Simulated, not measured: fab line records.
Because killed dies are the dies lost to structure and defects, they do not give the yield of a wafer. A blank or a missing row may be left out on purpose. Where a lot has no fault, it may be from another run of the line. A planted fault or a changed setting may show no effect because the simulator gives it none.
Which tool is to blame? / flow nand harc / route of 1159 steps, sampled at 1 step: 7 lots, 21 wafers

## WHAT THE GAUGES READ, wafer by wafer
NHARC_A_SGD_CUT_INSPECT_25.
lot=L717; measured=day 14 00:01; on=defect inspect-01; raw defect count=588 283 420
lot=L723; measured=day 15 05:44; on=defect inspect-02; raw defect count=278 334 363
lot=L729; measured=day 16 22:34; on=defect inspect-01; raw defect count=437 275 476
lot=L733; measured=day 17 18:52; on=defect inspect-01; raw defect count=265 334 267
lot=L737; measured=day 18 22:23; on=defect inspect-02; raw defect count=369 274 310
lot=L739; measured=day 19 11:08; on=defect inspect-02; raw defect count=372 411 361
lot=L740; measured=day 19 11:13; on=defect inspect-02; raw defect count=288 322 441

## TOOL THAT RAN EACH LOT (tool first, then ch and the chambers of the sampled wafers, then the start)
Before these readings, the record contains no process step.

## THE ANSWER, worked out from the rows above alone
Rule: the lots themselves supply what counts as usual. The widest of any qualifying gaps counts: lots, ordered by their means at a reading, are off when they make up no more than a third of the lots, leave a main group of 4 or more, and stand apart from it by 3 or more times the standard deviation of that group's means. If all means in a main group match to the digits the tables above print for the reading, that group is not used. A lot without any number at a reading at which 4 lots or more have one is off too. Where the step has rows for the other lots, those lots are counted as sound.
No lot is off on any of the readings shown, so nothing can be concluded from this.

## WHAT HAD BEEN PUT IN BY THE SIMULATOR
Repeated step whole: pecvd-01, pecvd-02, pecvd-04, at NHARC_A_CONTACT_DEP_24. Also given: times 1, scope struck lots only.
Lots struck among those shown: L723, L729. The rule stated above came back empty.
